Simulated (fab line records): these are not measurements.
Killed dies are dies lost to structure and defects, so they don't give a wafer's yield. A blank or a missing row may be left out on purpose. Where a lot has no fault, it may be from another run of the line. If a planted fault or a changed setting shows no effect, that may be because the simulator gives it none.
Struck lot and sound lot, side by side | flow nand-harc | 13 steps out of a route of 1302
Sound: wafers L758.3, L758.4, L758.5. The struck wafers were L744.2, L744.4, L744.6. At the end, the cause is stated.
Per side, at each step with rows, come the tool, then ch with its chambers, and then its first start. Under that, the readings that differ: sound wafers | struck wafers | difference of the means | sigmas: that difference in standard deviations of wafers without a fault.
alike: a reading whose means differ by less than 2 such deviations, as well as words and numbers matching on both sides. not compared: withheld readings; readings where some wafer has no value; bounds like >300 that might hide an equal value; numbers whose values overlap and for which the record gives no deviation.
The two part at a step that has a row with sigmas, a row that says differs or no value, or rows on one side only. Numbers that have no deviation but don't overlap get no sigmas and don't part them. Lack of a reading on every wafer of one side parts them only where that side has two or more wafers.

first, 1 step without rows for these wafers: NHARC_A_CHANNEL_FILL_D1_SRD_12.
NHARC_A_CHANNEL_FILL_D1_INSPECT_13:
  sound: defect-inspect-02 at day 17 01:47; struck: defect-inspect-01 at day 11 13:25
  alike: raw-defect-count
NHARC_A_DECK1_JOINT_ETCHBACK_07: etches the open film in HBr, target depth 105 nm, time 26.9 s.
  sound on rie-si-05 ch 0,1, day 17 01:51; struck on rie-si-04 ch 0,1, day 11 13:29
  alike: bias-w, drypump-motor-current-A, oes-product-au, throttle-valve-pct
  not compared: rf-hours-counter-h
then, 7 steps without rows for these wafers: NHARC_A_DECK1_JOINT_ETCH_25 (etches SiO2 in dHF, target depth 0.5 nm); NHARC_A_DECK1_JOINT_ETCH_19 (etches poly-Si in TMAH, target depth 3 nm); NHARC_A_DECK1_JOINT_ETCH_18 (etches SiO2 in dHF, target depth 3 nm); NHARC_A_DECK1_JOINT_WET_08 (chemistry H3PO4, time 86 s); NHARC_A_DECK1_JOINT_ETCH_09 (etches SiO2 in dHF, target depth 5 nm); NHARC_A_DECK1_JOINT_WET_10 (chemistry H3PO4, time 86 s); NHARC_A_DECK1_JOINT_ETCH_11 (etches SiO2 in dHF, target depth 35 nm).
NHARC_A_DECK1_JOINT_CVD_12: deposits poly-Si, target thk 90 nm, time 1800 s.
  sound on lpcvd-poly-01 ch 0, day 17 09:16; struck on lpcvd-poly-03 ch 0, day 11 21:16
  reading                | sound                | struck              | difference | sigmas
  spike-tc-bottom-C (C)  | 642.1 639.5 640.3    | 652.9 652.4 653.1   | +12.2      | +6
  spike-tc-centre-C (C)  | 621.0 622.4 621.3    | 633.7 634.7 633.5   | +12.4      | +10
  spike-tc-lower-C (C)   | 623.9 621.8 623.6    | 632.8 634.1 635.0   | +10.9      | +8
  spike-tc-top-C (C)     | 639.1 641.3 639.4    | 654.1 655.7 653.2   | +14.4      | +11
  spike-tc-upper-C (C)   | 618.6 620.0 618.2    | 634.6 634.9 632.2   | +15.0      | +10
  tube-center-temp-C (C) | 619.88 620.08 619.93 | 633.57 633.5 633.53 | +13.57     | +99 or more
NHARC_A_DECK1_JOINT_CMP_13: polishes, target thk 51.023 nm.
  sound on cmp-01 ch 0,1,3, day 17 12:09; struck on cmp-02 ch 0,1,3, day 12 00:08
  alike: edge-zone-pressure-frac, motor-current-A, retaining-ring-pressure-frac, slurry-flow-ml-min, time-to-endpoint-s
-- record jumps: 13 days between struck wafers' starts before vs after; left off in module A_DECK1_JOINT, resumes in module END, first step shown is number 1302 of the route --
NHARC_END_SORT_01:
  at this point the record logs the struck wafers (prober-02 ch 0, day 25 03:44) and has no rows for the sound ones

== WHERE THEY PART ==
Last at NHARC_END_SORT_01 as far as this record goes, first at NHARC_A_DECK1_JOINT_CVD_12.

WHY: what the simulator had put in
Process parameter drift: lpcvd-poly-03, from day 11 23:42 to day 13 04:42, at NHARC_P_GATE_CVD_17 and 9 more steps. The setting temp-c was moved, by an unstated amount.
